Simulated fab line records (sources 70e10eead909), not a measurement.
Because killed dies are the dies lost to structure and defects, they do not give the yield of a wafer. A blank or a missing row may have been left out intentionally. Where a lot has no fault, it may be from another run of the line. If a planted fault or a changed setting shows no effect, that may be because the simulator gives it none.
A lot that was struck, set against a sound lot + flow nand_harc + 14 steps out of a route of 1302
Sound: the wafers L512.1, L512.4, L512.6. Struck: wafers L508.1, L508.2 (left out: L508.5, a lot-mate that was not struck); the cause follows at the end.
Each step with rows lists, per side, the tool, then ch with its chambers, then its first start. Under that, the readings that differ: sound wafers + struck wafers + difference of the means + sigmas: that difference in standard deviations of wafers without a fault.
alike: same words and numbers on both sides, and readings whose means sit less than 2 such deviations apart. not compared: any withheld reading, any reading some wafer has no value for, any bound like >300 that may hide the same value, and any number with overlapping values for which the record gives no deviation.
A row with sigmas, a row that says differs or no value, or rows on one side alone: a step with any of these is where the two part. Numbers that don't overlap but have no deviation are shown without sigmas and don't part them. A reading missing from all wafers of one side parts the sides only when that side holds two or more wafers.

first, 1 step without rows for these wafers: NHARC_A_ONON_D1_DEP_06 (target thk 1000 nm).
NHARC_A_ONON_D1_THK_MEAS_08: measures by ellipsometry.
  sound on film_metro-01, day 9 21:10; struck on film_metro-01, day 8 16:29
  alike: thk_nm
next comes 1 step that has no rows for these wafers: NHARC_A_ONON_D1_DEP_09 (target thickness 1000 nm).
NHARC_A_ONON_D1_THK_MEAS_11: measures by ellipsometry.
  sound on film_metro-02, day 9 21:43; struck on film_metro-01, day 8 17:03
  alike: thk_nm
next comes 1 step that has no rows for these wafers: NHARC_A_ONON_D1_DEP_12 (target thickness 1000 nm).
NHARC_A_ONON_D1_THK_MEAS_14: measures by ellipsometry.
  sound on film_metro-01, day 9 22:17; struck on film_metro-02, day 8 17:37
  alike: thk_nm
then, 2 steps without rows for these wafers: NHARC_A_ONON_D1_ANNEAL_15 (time 3600 s); NHARC_A_ONON_D1_DEP_16 (target thk 1000 nm).
NHARC_A_ONON_D1_THK_MEAS_18: measures by ellipsometry.
  sound on film_metro-02, day 10 06:08; struck on film_metro-02, day 9 01:44
  alike: thk_nm
next comes 1 step that has no rows for these wafers: NHARC_A_ONON_D1_DEP_19 (target thickness 1000 nm).
NHARC_A_ONON_D1_THK_MEAS_21: measures by ellipsometry.
  sound on film_metro-02, day 10 06:42; struck on film_metro-01, day 9 02:26
  alike: thk_nm
NHARC_A_ONON_D1_DEP_22: target thk 1000 nm.
  sound on pecvd_onon-01 ch 0, day 10 06:46; struck on pecvd_onon-03 ch 0, day 9 02:38
NHARC_A_ONON_D1_THK_MEAS_24: measures by ellipsometry.
  sound on film_metro-02, day 10 07:16; struck on film_metro-01, day 9 03:08
| reading     | sound          | struck  | difference | sigmas |
|-------------|----------------|---------|------------|--------|
| thk_nm (nm) | 1005 1007 1007 | 538 540 | -467       | -50    |
next comes 1 step that has no rows for these wafers: NHARC_A_ONON_D1_DEP_25 (target thickness 1000 nm).

WHERE THEY PART
Only at NHARC_A_ONON_D1_THK_MEAS_24, within this record.

WHY: whatever the simulator had introduced
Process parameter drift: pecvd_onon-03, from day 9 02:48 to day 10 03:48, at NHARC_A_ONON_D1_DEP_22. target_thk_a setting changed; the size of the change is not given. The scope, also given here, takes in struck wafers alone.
